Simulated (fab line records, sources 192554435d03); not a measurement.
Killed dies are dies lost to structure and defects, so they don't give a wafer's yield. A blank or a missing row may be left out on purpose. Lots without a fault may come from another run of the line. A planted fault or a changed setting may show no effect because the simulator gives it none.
Chamber matching | flow n5_finfet | N5_BEOL_M14_DESCUM_33 on rie_diel-01: 4 sister chambers
The step chemistry O2, time 7.9 s. 18 wafers are shown with their chamber, then 9 later ones without.

WAFERS WITH THEIR CHAMBER
wafer  | chamber | showerhead_plenum_p_Torr (Torr) | throttle_valve_pct (%) | oes_product_au (a.u.)
L075.2 | 2       | 2.03                            | 20.09                  | 0.97
L075.4 | 1       | 2.15                            | 20.56                  | 0.71
L075.6 | 0       | 2.04                            | 20.27                  | 0.88
L079.1 | 2       | 2.03                            | 20.13                  | 0.93
L079.4 | 1       | 2.14                            | 20.61                  | 0.70
L079.5 | 0       | 2.04                            | 20.29                  | 0.86
L082.1 | 0       | 2.03                            | 20.30                  | 0.86
L082.2 | 2       | 2.03                            | 20.13                  | 0.91
L082.6 | 2       | 2.03                            | 20.14                  | 0.91
L086.1 | 1       | 2.14                            | 20.60                  | 0.69
L086.2 | 2       | 2.03                            | 20.13                  | 0.91
L086.5 | 0       | 2.03                            | 20.30                  | 0.86
L089.2 | 2       | 2.03                            | 20.14                  | 0.89
L089.5 | 0       | 2.03                            | 20.30                  | 0.84
L089.6 | 2       | 2.03                            | 20.14                  | 0.89
L088.1 | 0       | 2.03                            | 20.32                  | 0.84
L088.3 | 2       | 2.02                            | 20.16                  | 0.88
L088.6 | 3       | 2.06                            | 20.19                  | 0.87

SIGNATURES (means of the wafers above)
reading                  | chamber 0 | chamber 1 | chamber 2 | chamber 3 | scatter within a chamber
showerhead_plenum_p_Torr | 2.0333    | 2.1433    | 2.0287    | 2.0600    | 0.00453
throttle_valve_pct       | 20.2967   | 20.5900   | 20.1325   | 20.1900   | 0.0198
oes_product_au           | 0.8567    | 0.7000    | 0.9113    | 0.8700    | 0.0224
Rule: a wafer's distance from a chamber is the root of the sum, over the readings, of the square of ((its reading less the chamber's mean) divided by the reading's scatter). The wafer belongs to the nearest chamber; if the next one is less than 2 further off, it can't be placed. The scatter: the root of (the sum of the squares of (reading less its chamber's mean) over the shown wafers, divided by (wafers less chambers)).

WAFERS WITHOUT THEIR CHAMBER
wafer  | showerhead_plenum_p_Torr (Torr) | throttle_valve_pct (%) | oes_product_au (a.u.)
L090.2 | 2.05                            | 20.19                  | 0.88
L090.5 | 2.05                            | 20.19                  | 0.87
L090.6 | 2.02                            | 20.16                  | 0.88
L094.1 | 2.02                            | 20.18                  | 0.87
L094.3 | 2.03                            | 20.34                  | 0.83
L094.5 | 2.05                            | 20.21                  | 0.87
L097.1 | 2.02                            | 20.20                  | 0.87
L097.2 | 2.13                            | 20.17                  | 0.94
L097.6 | 2.02                            | 20.17                  | 0.87

WHICH CHAMBER EACH WENT THROUGH
wafer  | from the rows above     | in truth
L090.2 | 3                       | 3
L090.5 | 3                       | 3
L090.6 | 2                       | 2
L094.1 | 2                       | 2
L094.3 | 0                       | 0
L094.5 | 3                       | 3
L097.1 | can't be placed: 2 or 0 | 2
L097.2 | 3                       | 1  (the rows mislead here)
L097.6 | 2                       | 2
Placed correctly: 7 of 9. Can't be placed from these rows: 1 (the true chamber is among the candidates in 1). Placed wrongly: 1.
